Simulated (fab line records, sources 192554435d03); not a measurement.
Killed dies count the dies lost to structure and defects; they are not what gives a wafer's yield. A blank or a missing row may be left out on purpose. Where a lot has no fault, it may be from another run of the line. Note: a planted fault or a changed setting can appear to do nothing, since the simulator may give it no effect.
A struck lot beside a sound one + flow n5-finfet + 21 steps out of a route of 1938
Sound: these wafers, L393.1, L393.2, L393.6. The struck wafers were L404.2, L404.3, L404.6. The cause is given at the end.
Order at every step that has rows: each side's tool, ch and its chambers, its first start. Under that, the readings that differ: sound wafers + struck wafers + difference of the means + sigmas: that difference in standard deviations of wafers without a fault.
alike: words and numbers the same on both sides, and readings whose means are apart by under 2 such deviations; not compared: readings that were withheld, readings missing a value for some wafer, numbers with overlapping values and no deviation given by the record, and bounds like >300 which may hide the same value.
The two part at a step that has a row with sigmas, a row that says differs or no value, or rows on one side only. Non-overlapping numbers with no deviation appear without sigmas and do not part them. A reading that every wafer of one side lacks parts them only if that side has two wafers or more.

first, 9 steps without rows for these wafers: N5_BEOL_M3_PRE_CLEAN_60 (time 15 s); N5_BEOL_M3_CO_CAP_55 (material Co, precursor CCTBA/H2, target thk 2 nm, time 102.1 s); N5_BEOL_M3_PRE_CLEAN_56 (time 15 s); N5_BEOL_M3_DEP_57 (deposits SiCN from 3MS/NH3, target thk 8 nm, time 14 s); N5_BEOL_M4_ILD_DEP_00 (deposits SiOC from DEMS/O2, target thk 79 nm, time 15.3 s); N5_BEOL_M4_PECVD_72 (deposits SiO2 from TEOS/O2, target thk 16 nm, time 18 s); N5_BEOL_M4_HM_DEP_02 (deposits TiN, target thk 20 nm); N5_BEOL_M4_COAT_61 (time 60 s, resist thk 60 nm); N5_BEOL_M4_COAT_62 (time 60 s, resist thk 12 nm).
N5_BEOL_M4_COAT_73: time 60 s, resist thk 5 nm.
  sound on litho-track-01 ch 0, day 7 05:13; struck on litho-track-01 ch 0, day 10 01:40
| reading              | sound                | struck               | difference | sigmas      |
|----------------------|----------------------|----------------------|------------|-------------|
| spin-speed-rpm (rpm) | 1501.7 1500.9 1501.8 | 1689.8 1689.2 1689.5 | +188.0     | +99 or more |
  alike: chill-plate-temp-C
then, 7 steps without rows for these wafers: N5_BEOL_M4_COAT_05 (resist thk 30 nm); N5_BEOL_M4_EBR_07; N5_BEOL_M4_SOFTBAKE_06 (time 60 s); N5_BEOL_M4_EXPOSE_08 (exposes mask M4); N5_BEOL_M4_PEB_09 (peb time 60 s); N5_BEOL_M4_DEVELOP_10 (develop time 30 s); N5_BEOL_M4_DESCUM_16 (chemistry O2, time 7 s).
N5_BEOL_M4_ETCH_74: etches underlayer in N2/H2, target depth 6.5 nm, time 5.2 s.
  sound on rie-diel-04 ch 0,1,3, day 7 05:39; struck on rie-diel-05 ch 2,3, day 10 02:25
| reading                                      | sound             | struck            | difference | sigmas |
|----------------------------------------------|-------------------|-------------------|------------|--------|
| etch-rf-on-time-s (s)                        | 5.10 5.25 5.27    | 4.97 4.88 4.93    | -0.28      | -4     |
| model.CAR-EUV_of_BEOL_M4_COAT_05.thk-nm (nm) | 20.4 20.4 20.4    | 20.8 20.8 20.8    | +0.4       |        |
| model.etch.depth-nm (nm)                     | 4.984 4.992 4.987 | 4.723 4.701 4.709 | -0.277     |        |
  alike: drypump-motor-current-A, h2-flow-sccm, oes-product-au, rf-fwd-power-W, rf-vpp-V, showerhead-plenum-p-Torr, throttle-valve-pct
  not compared: rf-hours-counter-h
N5_BEOL_M4_ETCH_63: etches SiARC in CF4, target depth 15.6 nm, time 26 s.
  sound on rie-diel-04 ch 0,1,3, day 7 05:40; struck on rie-diel-05 ch 2,3, day 10 02:26
| reading                                      | sound          | struck         | difference | sigmas |
|----------------------------------------------|----------------|----------------|------------|--------|
| model.CAR-EUV_of_BEOL_M4_COAT_05.thk-nm (nm) | 11.2 11.2 11.2 | 11.6 11.6 11.6 | +0.4       |        |
  alike: drypump-motor-current-A, etch-rf-on-time-s, oes-product-au, rf-fwd-power-W, rf-vpp-V, showerhead-plenum-p-Torr, throttle-valve-pct
  not compared: rf-hours-counter-h
then, 1 step without rows for these wafers: N5_BEOL_M4_ETCH_64 (etches SOC in N2/H2, target depth 75 nm, overetch 22.5 nm, time 121.9 s).
N5_BEOL_M4_RC_MEAS_101:
  sound on prober-02 ch 0, day 7 12:01; struck on prober-02 ch 0, day 10 12:18
  alike: DIBL_N, DIBL_P, IOFF_N, IOFF_P, ION_N, ION_P, SS_N, SS_P, VT_N, VT_P

== WHERE THEY PART ==
Last at N5_BEOL_M4_ETCH_74 as far as this record goes, first at N5_BEOL_M4_COAT_73. Later steps at which nothing parts them and some readings are alike: N5_BEOL_M4_ETCH_63, N5_BEOL_M4_RC_MEAS_101.

WHY: the cause the simulator had injected
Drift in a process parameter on litho-track-01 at N5_BEOL_M4_COAT_73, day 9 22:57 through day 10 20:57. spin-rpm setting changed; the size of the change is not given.
